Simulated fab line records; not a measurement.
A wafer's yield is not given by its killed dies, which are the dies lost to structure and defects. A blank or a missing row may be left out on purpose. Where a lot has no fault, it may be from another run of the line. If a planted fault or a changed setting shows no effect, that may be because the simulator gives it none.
Chamber matching | flow nand-harc | 4 sister chambers for NHARC_A_BLC_DESCUM_15 on rie-diel-02
The step chemistry O2, time 3 s. 8 wafers are shown with their chamber, then 9 later ones without.

WAFERS WITH THEIR CHAMBER
wafer  | chamber | drypump-motor-current-A (A) | oes-product-au (a.u.)
L631.3 | 2       | 5.3                         | 1.002
L631.4 | 1       | 5.8                         | 1.001
L631.6 | 0       | 5.2                         | 0.987
L632.1 | 2       | 5.3                         | 1.003
L632.4 | 1       | 5.8                         | 1.002
L634.1 | 3       | 5.9                         | 0.996
L634.4 | 0       | 5.3                         | 0.994
L634.5 | 3       | 5.9                         | 1.001

WAFERS WITHOUT THEIR CHAMBER
wafer  | drypump-motor-current-A (A) | oes-product-au (a.u.)
L643.1 | 6.0                         | 1.002
L643.2 | 5.3                         | 1.003
L643.3 | 5.8                         | 0.998
L644.1 | 5.3                         | 1.001
L644.4 | 5.9                         | 1.007
L644.6 | 5.2                         | 1.008
L647.1 | 5.3                         | 0.997
L647.2 | 5.2                         | 1.010
L647.6 | 5.2                         | 0.997

EACH ONE'S CHAMBER
wafer  | from the rows above     | in truth
L643.1 | 3                       | 3
L643.2 | 2                       | 2
L643.3 | can't be placed: 1 or 3 | 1
L644.1 | 2                       | 2
L644.4 | can't be placed: 3 or 1 | 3
L644.6 | 2                       | 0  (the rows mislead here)
L647.1 | can't be placed: 2 or 0 | 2
L647.2 | 2                       | 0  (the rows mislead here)
L647.6 | can't be placed: 0 or 2 | 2
Correct placement for 3 of the 9. Not placeable from these rows: 4 (in 4, the candidates include the true chamber). Wrongly placed: 2.
How it was worked out, from the rows above alone: a wafer's distance from a chamber is the root of the sum, over the readings, of the square of ((its reading less the chamber's mean) divided by the reading's scatter). The wafer belongs to the nearest chamber; if the next one is less than 2 further off, it can't be placed. A chamber's mean is the mean of its shown wafers. The scatter is the square root of a quotient: the sum, over the shown wafers, of each reading's squared deviation from its chamber's mean, divided by wafers minus chambers.
